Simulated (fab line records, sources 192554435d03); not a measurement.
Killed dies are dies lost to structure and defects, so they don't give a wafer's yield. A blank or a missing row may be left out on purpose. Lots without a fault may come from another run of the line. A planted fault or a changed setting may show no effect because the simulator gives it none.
fab line records | flow n5_finfet
record lots=7 wafers=39
route steps=1938 shown ZERO_LAYER@4 PMOS_HMC_CHANNEL_EPI@78 FIN_SAQP@94 DUMMY_GATE@228 GATE_CUT@500
start_h: hours from the record's first day to the start of the lot's first wafer shown | wait_h: hours since the lot's step before | " the same as in the row above | L1.1+2: a row that stands for several wafers | - no value, or no start given | * or withheld: withheld | < > ~ a bound
route shown NAME@n: a module of which the file shows steps, and the number in the route of the first | usual: mean/standard deviation of fault-free wafers | same: alike in all rows | chamber/n: place in a boat | sites: the reading at each site | _std_site: their standard deviation | _edge_site: outer sites' mean less inner sites' | radius_mm: how far each site lies from the wafer's centre | mask NAME#n: copy n | behind: the tool/chamber that last shaped the wafer | hold: why the lot was held/for how many hours/how that ended | device: the transistor (n, p or np) that didn't switch | end of line: the same wafers' tests at the end of the route | a step without rows: its recipe alone | killed: dies lost to structure and defects at the first sort, not the wafer's yield | map: a wafer's dies, x killed, . not, _ none there
set.NAME: the setting as run; set.NAME@STEP: as run at that earlier step | model.NAME: the simulator's own value behind a step, which no gauge read
lots whose settings were changed on purpose; a table a step, a row a wafer
## steps
# step N5_ZERO_LAYER_PECVD_02
# recipe material=SiO2 target_thk_a=100 temp_c=400 precursor=SiH4/N2O pressure_torr=0.75 rf_w=275 time_s=6
# columns lot.wafer tool chamber start_h wait_h set.target_thk_a model.SiO2_of_ZERO_LAYER_PECVD_02.thk_nm
L075.1 pecvd-03 2 18.28 0.0 100 10.12
L075.2 " 0 " " 100 10.13
L075.3 " 1 " " 106.7 10.88
L075.4 " 1 " " 100 10.33
L075.5 " 2 " " 106.7 10.92
L075.6 " 0 " " 106.7 11.02
L077.1 pecvd-01 0 30.30 0.0 100 9.851
L077.2 " 2 " " 100 9.779
L077.3 " 1 " " 100 9.968
L077.4 " 0 " " 95.29 9.47
L077.5 " 1 " " 95.29 9.603
L077.6 " 2 " " 95.29 9.604
L078.1 pecvd-01 1 36.28 0.0 100 9.816
L078.2 " 0 " " 100 9.688
L078.3 " 2 " " 100 9.884
L078.4 " 0 " " 100 9.857
L078.5 " 2 " " 100 9.738
L078.6 " 1 " " 100 10.12
L081.1 pecvd-03 1 54.28 0.0 109.7 11.05
L081.2 " 2 " " 100 9.892
L081.3 " 0 " " 100 9.95
L081.4 " 0 " " 109.7 11.02
L081.5 " 2 " " 100 9.938
L081.6 " 1 " " 109.7 11.14
L083.1 pecvd-03 2 66.28 0.0 100 9.985
L083.3 " 0 " " 100 9.817
L083.4 " 2 " " 100 9.958
L091.1 pecvd-04 0 114.29 0.0 100 10.24
L091.2 " 1 " " 108 10.58
L091.3 " 2 " " 108 10.96
L091.4 " 2 " " 100 10.21
L091.5 " 0 " " 108 11.2
L091.6 " 1 " " 100 10.01
L092.1 pecvd-03 1 120.28 0.0 113.2 11.27
L092.2 " 0 " " 100 9.979
L092.3 " 0 " " 113.2 11.39
L092.4 " 1 " " 113.2 11.34
L092.5 " 1 " " 100 10.05
L092.6 " 0 " " 100 10.33
# step N5_PMOS_HMC_CHANNEL_EPI_EPI_20
# recipe material=SiGe30 mask_material=SiO2 pressure_torr=20 target_thk_a=590 temp_c=600
# columns lot.wafer tool chamber start_h wait_h set.temp_c model.SiGe30_of_PMOS_HMC_CHANNEL_EPI_EPI_20.thk_nm
L075.1 epi_rpcvd-02 0 25.73 0.0 601.9 60.58
L075.2 " 0 " " 600 58.47
L075.3 " 0 " " 601.9 60.14
L075.4 " 0 " " 600 57.98
L075.5 " 0 " " 601.9 59.98
L075.6 " 0 " " 600 58.04
L077.1 epi_rpcvd-02 0 36.05 0.0 596.5 54.44
L077.2 " 0 " " 600 59.53
L077.3 " 0 " " 600 58.57
L077.4 " 0 " " 596.5 55.15
L077.5 " 0 " " 596.5 54.11
L077.6 " 0 " " 600 58.38
L078.1 epi_rpcvd-04 0 45.31 2.4 600 58.4
L078.2 " 0 " " 600 59.28
L078.3 " 0 " " 594.7 53.53
L078.4 " 0 " " 594.7 53.58
L078.5 " 0 " " 594.7 52.54
L078.6 " 0 " " 600 58.24
L081.1 epi_rpcvd-01 0 60.27 0.0 605.7 65.54
L081.2 " 0 " " 605.7 65.18
L081.3 " 0 " " 600 59.31
L081.4 " 0 " " 600 59.82
L081.5 " 0 " " 605.7 66.35
L081.6 " 0 " " 600 59.51
L083.1 epi_rpcvd-04 0 71.59 0.0 600 58.34
L083.3 " 0 " " 600 57.65
L083.4 " 0 " " 600 58.42
L091.1 epi_rpcvd-04 0 120.47 0.0 603.3 62.42
L091.2 " 0 " " 600 57.96
L091.3 " 0 " " 600 58.55
L091.4 " 0 " " 600 58.93
L091.5 " 0 " " 603.3 61.46
L091.6 " 0 " " 603.3 62.09
L092.1 epi_rpcvd-02 0 127.15 0.0 600 58.26
L092.2 " 0 " " 600 59.1
L092.3 " 0 " " 600 58.95
L092.4 " 0 " " 600 59.52
L092.5 " 0 " " 600 58.63
L092.6 " 0 " " 600 58.81
# step N5_FIN_SAQP_ALD_61
# recipe material=SiO2 target_thk_a=40 temp_c=300 ald_precursor_family=BDEAS ald_co_reactant=O2-plasma pulse_time_s=1 purge_time_s=2 co_reactant_purge_time_s=2 ald_cycles=43 pressure_torr=2
# columns lot.wafer tool chamber start_h wait_h set.ald_cycles model.SiO2_of_FIN_SAQP_ALD_61.thk_nm
L075.1 ald_sin-02 1 28.29 0.3 51 4.801
L075.2 " 3 " " 43 4.033
L075.3 " 0 " " 51 4.803
L075.4 " 2 " " 51 4.757
L075.5 " 0 " " 43 4.053
L075.6 " 3 " " 43 4.039
L077.1 ald_sin-03 1 38.36 0.0 43 4.007
L077.2 " 3 " " 39 3.622
L077.3 " 0 " " 39 3.646
L077.4 " 2 " " 43 4.038
L077.5 " 0 " " 39 3.67
L077.6 " 3 " " 43 4.004
L078.1 ald_sin-02 3 48.78 1.3 43 3.986
L078.2 " 0 " " 49 4.567
L078.3+5 " 1 " " 49 4.573
L078.4 " 2 " " 43 3.993
L078.6 " 2 " " 43 4.011
L081.1 ald_sin-03 1 62.71 0.2 36 3.356
L081.2 " 0 " " 43 4.024
L081.3 " 2 " " 36 3.385
L081.4 " 3 " " 43 4.001
L081.5 " 0 " " 43 4.009
L081.6 " 1 " " 36 3.331
L083.1 ald_sin-02 1 73.87 0.1 43 4.015
L083.3 " 3 " " 43 3.996
L083.4 " 0 " " 43 4.04
L091.1 ald_sin-03 0 123.63 0.0 43 3.994
L091.2 " 1 " " 39 3.634
L091.3 " 2 " " 39 3.616
L091.4 " 0 " " 43 4.001
L091.5 " 1 " " 43 4.014
L091.6 " 2 " " 39 3.603
L092.1 ald_sin-03 1 129.66 0.0 45 4.216
L092.2 " 2 " " 43 3.999
L092.3 " 1 " " 43 4.044
L092.4 " 2 " " 45 4.212
L092.5 " 2 " " 45 4.18
L092.6 " 1 " " 43 4.034
# step N5_DUMMY_GATE_EXPOSE_12
# recipe mask_id=GATE na=0.33 source_shape=annular sigma_inner=0.2 sigma_outer=0.6 polarization=unpolarized target_cd_nm=25 dose_mj=34
# columns lot.wafer tool chamber start_h wait_h mask set.dose_mj
L075.1+4+6 euv_scanner-02 0 54.04 - GATE#0 36.48
L075.2+3+5 " 0 " " GATE#0 34
L077.1+2+4 euv_scanner-02 0 64.01 - GATE#0 31.73
L077.3+5+6 " 0 " " GATE#0 34
L078.1+2+3+4+5+6 euv_scanner-01 0 74.58 - GATE#0 34
L081.1+2+3+4+5+6 euv_scanner-02 0 89.50 - GATE#0 34
L083.1+3+4 euv_scanner-01 0 104.32 - GATE#0 34
L091.1+2+6 euv_scanner-01 0 152.37 - GATE#0 36.17
L091.3+4+5 " 0 " " GATE#0 34
L092.1+2+6 euv_scanner-02 0 156.99 - GATE#0 36.48
L092.3+4+5 " 0 " " GATE#0 34
# step N5_DUMMY_GATE_PEB_13
# recipe peb_temp_c=100 peb_time_s=60 resist=CAR-EUV
# step N5_DUMMY_GATE_DEVELOP_14
# recipe develop_time_s=30 developer=TMAH resist=CAR-EUV rinse_liquid=surfactant_rinse dry=air_spin dev_temp_c=23
# step N5_DUMMY_GATE_CD_MEAS_15
# recipe target_cd_nm=25.8 landing_energy_ev=500 detector=se_inlens
# usual cd_nm=24.97/0.26
# columns lot.wafer tool chamber start_h wait_h set.dose_mj@DUMMY_GATE_EXPOSE_12 cd_nm
L075.1 cd_sem-03 0 54.17 - 36.48 23.72
L075.2 " 0 " " 34 24.35
L075.3 " 0 " " 34 24.73
L075.4 " 0 " " 36.48 23.57
L075.5 " 0 " " 34 25.01
L075.6 " 0 " " 36.48 23.55
L077.1 cd_sem-01 0 64.13 - 31.73 26.40
L077.2 " 0 " " 31.73 26.58
L077.3 " 0 " " 34 25.16
L077.4 " 0 " " 31.73 26.48
L077.5 " 0 " " 34 25.53
L077.6 " 0 " " 34 24.48
L078.1 cd_sem-03 0 74.71 - 34 25.16
L078.2 " 0 " " 34 24.73
L078.3 " 0 " " 34 24.74
L078.4 " 0 " " 34 25.07
L078.5 " 0 " " 34 24.99
L078.6 " 0 " " 34 24.81
L081.1 cd_sem-02 0 89.63 - 34 25.01
L081.2 " 0 " " 34 24.98
L081.3 " 0 " " 34 25.04
L081.4 " 0 " " 34 25.09
L081.5 " 0 " " 34 24.88
L081.6 " 0 " " 34 25.11
L083.1 cd_sem-01 0 104.45 - 34 24.84
L083.3 " 0 " " 34 24.66
L083.4 " 0 " " 34 24.90
L091.1 cd_sem-03 0 152.50 - 36.17 23.12
L091.2 " 0 " " 36.17 23.95
L091.3 " 0 " " 34 24.81
L091.4 " 0 " " 34 25.01
L091.5 " 0 " " 34 25.03
L091.6 " 0 " " 36.17 24.03
L092.1 cd_sem-02 0 157.12 - 36.48 23.83
L092.2 " 0 " " 36.48 24.09
L092.3 " 0 " " 34 24.98
L092.4 " 0 " " 34 25.40
L092.5 " 0 " " 34 25.34
L092.6 " 0 " " 36.48 24.07
# step N5_GATE_CUT_CUT_ETCH_53
# recipe chemistry=SF6/Cl2 target=W mask_material=SiO2 target_depth_a=792 pressure_mtorr=8 icp_w=900 bias_w=80 SF6_flow_sccm=40 Cl2_flow_sccm=60 ends=cleared
# usual etch_rf_on_time_s=26.4/0.48
# columns lot.wafer tool chamber start_h wait_h set.icp_w etch_rf_on_time_s
L075.1 rie_metal-01 1 93.65 0.1 1055 23.3
L075.2 " 0 " " 900 27.0
L075.3 " 1 " " 900 26.6
L075.4 " 0 " " 1055 23.7
L075.5 " 0 " " 1055 23.6
L075.6 " 1 " " 900 27.0
L077.1 rie_metal-03 1 102.87 0.1 900 26.3
L077.2 " 0 " " 900 26.2
L077.3 " 1 " " 900 26.3
L077.4 " 0 " " 1006 23.9
L077.5 " 1 " " 1006 23.6
L077.6 " 0 " " 1006 24.0
L078.1 rie_metal-03 1 112.96 0.1 900 26.2
L078.2 " 0 " " 746.7 30.9
L078.3 " 1 " " 746.7 30.6
L078.4 " 0 " " 746.7 30.9
L078.5 " 0 " " 900 26.3
L078.6 " 1 " " 900 26.5
L081.1 rie_metal-02 1 126.01 0.1 900 25.8
L081.2 " 0 " " 900 26.7
L081.3 " 0 " " 900 26.6
L081.4 " 1 " " 900 25.8
L081.5 " 0 " " 900 26.8
L081.6 " 1 " " 900 25.8
L083.1 rie_metal-02 1 144.16 0.1 900 25.4
L083.3 " 1 " " 900 25.5
L083.4 " 0 " " 900 26.2
L091.1 rie_metal-02 0 189.90 0.1 900 26.7
L091.2 " 1 " " 900 25.4
L091.3 " 1 " " 900 25.4
L091.4 " 0 " " 900 26.7
L091.5 " 1 " " 900 25.5
L091.6 " 0 " " 900 26.5
L092.1 rie_metal-02 1 196.28 0.1 900 25.6
L092.2 " 0 " " 900 26.7
L092.3 " 1 " " 900 25.6
L092.4 " 0 " " 900 26.6
L092.5 " 1 " " 900 25.4
L092.6 " 0 " " 900 26.8
## key
split step=N5_ZERO_LAYER_PECVD_02 setting=target_thk_a stated=100 by=wafer
response step=N5_ZERO_LAYER_PECVD_02 reading=model.SiO2_of_ZERO_LAYER_PECVD_02.thk_nm change=+0.0993 per=1% r=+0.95
split step=N5_PMOS_HMC_CHANNEL_EPI_EPI_20 setting=temp_c stated=600 by=wafer
response step=N5_PMOS_HMC_CHANNEL_EPI_EPI_20 reading=model.SiGe30_of_PMOS_HMC_CHANNEL_EPI_EPI_20.thk_nm change=+6.47 per=1% r=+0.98
split step=N5_FIN_SAQP_ALD_61 setting=ald_cycles stated=43 by=wafer
response step=N5_FIN_SAQP_ALD_61 reading=model.SiO2_of_FIN_SAQP_ALD_61.thk_nm change=+0.0404 per=1% r=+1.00
split step=N5_DUMMY_GATE_EXPOSE_12 setting=dose_mj stated=34 by=wafer
response step=N5_DUMMY_GATE_CD_MEAS_15 reading=cd_nm change=-0.18 per=1% r=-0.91
split step=N5_GATE_CUT_CUT_ETCH_53 setting=icp_w stated=900 by=wafer
response step=N5_GATE_CUT_CUT_ETCH_53 reading=etch_rf_on_time_s change=* per=1% r=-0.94
